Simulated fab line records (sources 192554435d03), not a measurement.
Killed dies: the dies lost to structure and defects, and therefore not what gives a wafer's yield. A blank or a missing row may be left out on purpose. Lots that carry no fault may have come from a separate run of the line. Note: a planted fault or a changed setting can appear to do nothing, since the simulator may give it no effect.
fab line records | flow n5Finfet
record: lots: 11 | wafers: 32 | lastDay: 17
route steps=1938 shown BEOL_M11@1539
lots that met no fault: from a run of the same line without faults
startH: the number of hours between the record's first day and the start of the first shown wafer of the lot | waitH: how many hours have passed since the lot's step before this one | " as in the row above | L1.1+2: one row covering several wafers at once | - no value present, or no start provided | * or withheld: withheld | < > ~ a bound
route shown NAME@n: a module of which the file shows steps, and the number in the route of the first | usual: the fault-free wafers' mean and standard deviation | same: alike in all rows | chamber/n: place in a boat | sites: per-site readings | _std_site: standard deviation of those values | _edge_site: inner sites' mean taken away from outer sites' mean | radiusMm: how far each site lies from the wafer's centre | mask NAME#n: copy n | behind: the most recent tool/chamber to have shaped the wafer | hold: what put the lot on hold/how long, in hours/how the hold closed | device: whichever transistor did not switch (one of n, p or np) | end of line: at the end of the route, the tests of the same wafers | a step without rows: its recipe alone | killed: the dies lost at the first sort to structure and to defects; this is not the yield of the wafer | map: the dies of a wafer, with x for killed, . for not killed, _ for no die there
set.NAME: the setting the step ran with; set.NAME@STEP: the setting that earlier step ran with | model.NAME: the simulator's own value behind a step, which no gauge read
steps of the route over a sample of lots; a table a step, a row a wafer
services: a tool's chamber out of use, with start hour (startH, from the record's first day; less than 0 if before it), hours out, and reason
== steps ==
step: N5_BEOL_M11_PECVD_70
recipe: material: SiO2 | targetThkA: 200 | tempC: 400 | precursor: TEOS/O2 | pressureTorr: 5.5 | rfW: 450 | teosFlowSccm: 53.8 | gas: O2 | flowSccm: 3000 | timeS: 22.7
usual: chamberPressureTorr: 5.499/0.012 | heaterPowerOuterW: 404/71 | heaterPowerW: 697/110 | rfFwdPowerW: 444.7/2.3 | showerheadPlenumPTorr: 8.77/0.05 | throttleValvePct: 22.6/1.4
lot.wafer | tool     | chamber | startH | waitH | chamberPressureTorr | heaterPowerOuterW | heaterPowerW | rfFwdPowerW | showerheadPlenumPTorr | throttleValvePct
L550.2    | pecvd-02 | 2       | 226.61 | 0.0   | 5.498               | 588               | 961          | 440.6       | 8.78                  | 21.2
L550.3    | "        | 0       | "      | "     | 5.473               | 317               | 584          | 440.2       | 8.86                  | 22.4
L550.5    | "        | 1       | "      | "     | 5.516               | 414               | 681          | 442.7       | 8.67                  | 22.0
L551.2    | pecvd-03 | 1       | 228.36 | 0.0   | 5.490               | 405               | 725          | 448.0       | 8.77                  | 25.8
L551.4    | "        | 0       | "      | "     | 5.502               | 456               | 812          | 448.1       | 8.77                  | 22.4
L551.5    | "        | 0       | "      | "     | 5.508               | 465               | 801          | 447.3       | 8.81                  | 22.2
L552.1    | pecvd-03 | 0       | 233.15 | 0.0   | 5.473               | 410               | 740          | 446.8       | 8.79                  | 22.3
L552.2    | "        | 2       | "      | "     | 5.481               | 380               | 650          | 445.2       | 8.80                  | 21.6
L552.6    | "        | 1       | "      | "     | 5.480               | 368               | 648          | 446.2       | 8.79                  | 25.6
L560.3    | pecvd-03 | 0       | 286.67 | 0.1   | 5.495               | 472               | 813          | -           | 8.81                  | 22.2
L560.4    | "        | 1       | "      | "     | 5.499               | 470               | 796          | -           | 8.77                  | 26.1
L560.5    | "        | 0       | "      | "     | 5.503               | 478               | 836          | 443.0       | 8.80                  | 22.4
L561.1    | pecvd-03 | 2       | 293.65 | 0.0   | 5.497               | 338               | 586          | 448.2       | 8.80                  | 21.7
L561.2    | "        | 0       | "      | "     | 5.496               | 484               | 795          | -           | 8.79                  | 22.5
L561.5    | "        | 2       | "      | "     | 5.487               | 332               | 602          | 447.3       | 8.79                  | 21.5
L562.1    | pecvd-02 | 1       | 295.37 | 0.0   | 5.486               | 450               | 747          | 443.3       | 8.67                  | 21.6
L562.2    | "        | 0       | "      | "     | 5.509               | 380               | 644          | 442.1       | 8.83                  | 22.8
L562.3    | "        | 2       | "      | "     | 5.498               | 550               | 924          | 442.6       | 8.78                  | 21.6
L566.1    | pecvd-02 | 2       | 320.21 | 0.0   | 5.464               | 581               | 949          | 441.0       | 8.79                  | 21.4
L566.2    | "        | 0       | "      | "     | 5.497               | 354               | 623          | 439.5       | 8.82                  | 22.9
L566.3    | "        | 1       | "      | "     | 5.510               | 412               | 679          | 443.4       | 8.69                  | 21.6
L565.3    | pecvd-01 | 1       | 326.85 | 0.0   | 5.489               | 443               | 794          | 444.5       | 8.79                  | 21.7
L565.5    | "        | 2       | "      | "     | 5.491               | 308               | 508          | 447.5       | 8.73                  | 22.6
L565.6    | "        | 0       | "      | "     | 5.515               | 359               | 630          | 445.3       | 8.68                  | 22.5
L567.2    | pecvd-01 | 2       | 330.90 | 0.0   | 5.486               | 345               | 594          | 447.4       | 8.73                  | 22.7
L567.6    | "        | 2       | "      | "     | 5.491               | 343               | 599          | 447.3       | 8.73                  | 22.6
L571.1    | pecvd-01 | 0       | 347.56 | 0.0   | 5.502               | 395               | 696          | 443.9       | 8.71                  | 22.5
L571.2    | "        | 2       | "      | "     | 5.513               | 319               | 516          | 448.3       | 8.74                  | 22.6
L571.5    | "        | 1       | "      | "     | 5.503               | 376               | 664          | 443.8       | 8.80                  | 21.6
L572.2    | pecvd-01 | 1       | 351.50 | 0.0   | 5.500               | 435               | 728          | 443.8       | 8.82                  | 21.7
L572.3    | "        | 2       | "      | "     | 5.487               | 273               | 490          | 446.0       | 8.76                  | 22.5
L572.4    | "        | 0       | "      | "     | 5.499               | 316               | 556          | 443.6       | 8.69                  | 22.7
step: N5_BEOL_M11_PRE_CLEAN_45
recipe: gas: H2/He | timeS: 30 | tempC: 250
usual: heaterPowerW: 328/23
same: timeS: 30
lot.wafer | tool          | chamber | startH | waitH | heaterPowerW
L550.2    | pvdSputter-03 | -       | 230.71 | 0.0   | 307
L550.3    | "             | -       | "      | "     | 303
L550.5    | "             | -       | "      | "     | 294
L551.2    | pvdSputter-03 | -       | 231.83 | 0.0   | 311
L551.4    | "             | -       | "      | "     | 329
L551.5    | "             | -       | "      | "     | 324
L552.1    | pvdSputter-03 | -       | 239.37 | 0.0   | 301
L552.2    | "             | -       | "      | "     | 328
L552.6    | "             | -       | "      | "     | 303
L560.3    | pvdSputter-03 | -       | 292.34 | 0.0   | 327
L560.4    | "             | -       | "      | "     | 316
L560.5    | "             | -       | "      | "     | 320
L562.1    | pvdSputter-03 | -       | 298.72 | 0.0   | 339
L562.2    | "             | -       | "      | "     | 319
L562.3    | "             | -       | "      | "     | 304
L561.1    | pvdSputter-01 | -       | 299.52 | 0.0   | 356
L561.2    | "             | -       | "      | "     | 371
L561.5    | "             | -       | "      | "     | 331
L566.1    | pvdSputter-01 | -       | 325.15 | 0.0   | 329
L566.2    | "             | -       | "      | "     | 339
L566.3    | "             | -       | "      | "     | 359
L565.3    | pvdSputter-03 | -       | 332.89 | 0.0   | 318
L565.5    | "             | -       | "      | "     | 332
L565.6    | "             | -       | "      | "     | 312
L567.2    | pvdSputter-03 | -       | 335.65 | 0.0   | 326
L567.6    | "             | -       | "      | "     | 336
L571.1    | pvdSputter-02 | -       | 352.00 | 0.0   | 343
L571.2    | "             | -       | "      | "     | 342
L571.5    | "             | -       | "      | "     | 269
L572.2    | pvdSputter-01 | -       | 358.29 | 0.0   | 341
L572.3    | "             | -       | "      | "     | 338
L572.4    | "             | -       | "      | "     | 339
step: N5_BEOL_M11_SPUTTER_48
recipe: material: Cu | targetThkA: 120 | tempC: -20 | biasV: 60 | powerW: 26000 | chamberPressurePa: 0.13 | timeS: 2
usual: throttleValvePct: 30.3/0.9
same: timeS: 2
lot.wafer | tool          | chamber | startH | waitH | throttleValvePct
L550.2    | pvdSputter-03 | -       | 231.63 | 0.1   | 30.0
L550.3    | "             | -       | "      | "     | 30.7
L550.5    | "             | -       | "      | "     | 31.0
L551.2    | pvdSputter-02 | -       | 232.91 | 0.4   | 29.6
L551.4    | "             | -       | "      | "     | 31.4
L551.5    | "             | -       | "      | "     | 30.7
L552.1    | pvdSputter-03 | -       | 240.07 | 0.2   | 29.8
L552.2    | "             | -       | "      | "     | 29.0
L552.6    | "             | -       | "      | "     | 31.7
L560.3    | pvdSputter-03 | -       | 293.06 | 0.1   | 29.7
L560.4    | "             | -       | "      | "     | 30.7
L560.5    | "             | -       | "      | "     | 30.5
L562.1    | pvdSputter-01 | -       | 299.26 | 0.1   | 30.6
L562.2    | "             | -       | "      | "     | 28.6
L562.3    | "             | -       | "      | "     | 29.6
L561.1    | pvdSputter-01 | -       | 300.38 | 0.2   | 28.5
L561.2    | "             | -       | "      | "     | 29.7
L561.5    | "             | -       | "      | "     | 30.8
L566.1    | pvdSputter-01 | -       | 326.61 | 0.2   | 30.8
L566.2    | "             | -       | "      | "     | 30.5
L566.3    | "             | -       | "      | "     | 29.5
L565.3    | pvdSputter-01 | -       | 334.42 | 0.6   | 29.6
L565.5    | "             | -       | "      | "     | 30.7
L565.6    | "             | -       | "      | "     | 29.8
L567.2    | pvdSputter-02 | -       | 336.48 | 0.2   | 30.2
L567.6    | "             | -       | "      | "     | 31.2
L571.1    | pvdSputter-01 | -       | 352.58 | 0.1   | 28.7
L571.2    | "             | -       | "      | "     | 30.5
L571.5    | "             | -       | "      | "     | 28.9
L572.2    | pvdSputter-01 | -       | 358.99 | 0.1   | 29.8
L572.3    | "             | -       | "      | "     | 30.7
L572.4    | "             | -       | "      | "     | 28.6
step: N5_BEOL_M11_CMP_52
recipe: stopOn: SiCOH_lowk | tOverpolishS: 7 | downForcePsi: 1 | platenRpm: 50 | clearingPlatenDownForcePsi: 1.5 | clearingPlatenRpm: 50 | postCmpClean: cuAlkaline | targetThkNm: 140 | clearingPlatenPadVelocityMS: 0.99484 | padVelocityMS: 0.99484
usual: barrierFieldEndpointS: 29.0/0.64 | motorCurrentA: 6.1/0.57
lot.wafer | tool   | chamber | startH | waitH | barrierFieldEndpointS | motorCurrentA
L550.3    | cmp-04 | 3       | 232.68 | 0.7   | 29.5                  | 6.7
L550.2    | "      | 0       | "      | "     | 29.1                  | 5.8
L550.5    | "      | 3       | "      | "     | 29.9                  | 5.9
L551.2    | cmp-04 | 3       | 233.91 | 0.7   | 30.0                  | 6.4
L551.4    | "      | 1       | "      | "     | 29.5                  | 5.9
L551.5    | "      | 3       | "      | "     | 30.5                  | 6.4
L552.2    | cmp-01 | 3       | 241.28 | 0.4   | 27.8                  | 6.0
L552.1    | "      | 1       | "      | "     | 28.2                  | 7.7
L552.6    | "      | 2       | "      | "     | 29.2                  | 5.6
L560.3    | cmp-03 | 0       | 294.27 | 0.2   | 20.7                  | 6.8
L560.4    | "      | 1       | "      | "     | 20.9                  | 6.3
L560.5    | "      | 3       | "      | "     | 28.1                  | 5.7
L562.2    | cmp-01 | 2       | 299.91 | 0.2   | 29.1                  | 5.8
L562.1    | "      | 3       | "      | "     | 29.7                  | 5.5
L562.3    | "      | 1       | "      | "     | 28.4                  | 7.8
L561.1    | cmp-04 | 1       | 300.99 | 0.3   | 29.3                  | 5.6
L561.2    | "      | 0       | "      | "     | 21.6                  | 5.4
L561.5    | "      | 2       | "      | "     | 29.2                  | 5.8
L566.1    | cmp-04 | 2       | 327.14 | 0.3   | 29.5                  | 5.9
L566.3    | "      | 3       | "      | "     | 29.4                  | 6.3
L566.2    | "      | 0       | "      | "     | 28.3                  | 5.6
L565.3    | cmp-03 | 3       | 334.96 | 0.2   | 28.3                  | 5.8
L565.5    | "      | 3       | "      | "     | 29.1                  | 6.0
L565.6    | "      | 0       | "      | "     | 28.3                  | 6.8
L567.2    | cmp-01 | 1       | 337.20 | 0.2   | 29.4                  | 7.5
L567.6    | "      | 2       | "      | "     | 29.2                  | 5.6
L571.2    | cmp-04 | 3       | 353.34 | 0.2   | 29.7                  | 6.6
L571.1    | "      | 2       | "      | "     | 28.9                  | 5.9
L571.5    | "      | 0       | "      | "     | 29.9                  | 5.8
L572.3    | cmp-04 | 1       | 359.53 | 0.2   | 29.9                  | 5.4
L572.4    | "      | 2       | "      | "     | 29.9                  | 5.6
L572.2    | "      | 0       | "      | "     | 29.8                  | 5.5
step: N5_BEOL_M11_INSPECT_58
recipe: inspectInstrument: darkfield | mode: postDep
usual: rawDefectCount: 73/24
lot.wafer | tool             | chamber | startH | waitH | rawDefectCount
L550.2    | defectInspect-01 | -       | 233.12 | 0.0   | 43
L550.3    | "                | -       | "      | "     | 64
L550.5    | "                | -       | "      | "     | 49
L551.2    | defectInspect-02 | -       | 234.36 | 0.0   | 54
L551.4    | "                | -       | "      | "     | 56
L551.5    | "                | -       | "      | "     | 37
L552.1    | defectInspect-02 | -       | 241.69 | 0.0   | 48
L552.2    | "                | -       | "      | "     | 76
L552.6    | "                | -       | "      | "     | 42
L560.3    | defectInspect-02 | -       | 294.68 | 0.0   | 68
L560.4    | "                | -       | "      | "     | 96
L560.5    | "                | -       | "      | "     | 76
L562.1    | defectInspect-02 | -       | 300.36 | 0.0   | 47
L562.2    | "                | -       | "      | "     | 47
L562.3    | "                | -       | "      | "     | 83
L561.1    | defectInspect-02 | -       | 301.43 | 0.0   | 70
L561.2    | "                | -       | "      | "     | 99
L561.5    | "                | -       | "      | "     | 59
L566.1    | defectInspect-02 | -       | 327.59 | 0.0   | 121
L566.2    | "                | -       | "      | "     | 97
L566.3    | "                | -       | "      | "     | 63
L565.3    | defectInspect-02 | -       | 335.42 | 0.0   | 71
L565.5    | "                | -       | "      | "     | 84
L565.6    | "                | -       | "      | "     | 69
L567.2    | defectInspect-02 | -       | 337.65 | 0.0   | 103
L567.6    | "                | -       | "      | "     | 35
L571.1    | defectInspect-02 | -       | 353.82 | 0.0   | 53
L571.2    | "                | -       | "      | "     | 119
L571.5    | "                | -       | "      | "     | 50
L572.2    | defectInspect-02 | -       | 359.97 | 0.0   | 61
L572.3    | "                | -       | "      | "     | 86
L572.4    | "                | -       | "      | "     | 60
== services ==
tool     | chamber | startH | hours | kind
cmp-03   | -       | 208.04 | 34.2  | repair
pecvd-01 | -       | 217.42 | 3.1   | repair
cmp-01   | -       | 227.14 | 8.5   | repair
cmp-04   | -       | 233.26 | 0.4   | repair
pecvd-03 | -       | 243.56 | 0.8   | repair
pecvd-02 | 1       | 254.24 | 5.4   | repair
cmp-04   | -       | 269.15 | 1.0   | repair
cmp-01   | -       | 271.91 | 4.0   | pm
pecvd-03 | 2       | 281.75 | 5.9   | repair
cmp-03   | -       | 281.92 | 1.9   | repair
cmp-01   | -       | 282.21 | 2.8   | repair
pecvd-03 | 1       | 300.38 | -     | calibration
pecvd-02 | -       | 323.11 | 2.0   | repair
cmp-01   | -       | 328.75 | 2.5   | repair
cmp-03   | -       | 329.95 | 4.0   | pm
cmp-01   | -       | 335.67 | 1.4   | repair
cmp-04   | -       | 338.27 | 4.0   | pm
cmp-04   | -       | 342.27 | -     | consumableReplace:conditioner
cmp-04   | -       | 342.27 | -     | consumableReplace:pad
cmp-04   | -       | 342.27 | 4.5   | pm
cmp-03   | -       | 350.88 | 4.0   | pm
pecvd-02 | 1       | 351.24 | 3.6   | repair
pecvd-01 | 0       | 352.32 | 2.8   | repair
pecvd-01 | 1       | 352.88 | 5.5   | scheduledDown
== key ==
firstSign: step: N5_BEOL_M11_CMP_52 | reading: barrierFieldEndpointS | direction: down | sigmas: 12 | usual: 29.0 | struck: 21.1
effect none on later readings
metAt N5_BEOL_M11_PECVD_70
struckLots L560,L561
struckWafers L560.3,L560.4,L561.2
notActingAt N5_BEOL_M11_PRE_CLEAN_45,N5_BEOL_M11_SPUTTER_48,N5_BEOL_M11_INSPECT_58
onsetBetween 233.15 286.67
fault: kind: processParameterDrift | tool: pecvd-03 | chamber: - | onsetH: 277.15 | steps: N5_BEOL_M11_PECVD_70 | channel: timeS | offset: * | shape: step | endH: 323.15 | scope: struckWafersOnly | actsIn: * | stated: *
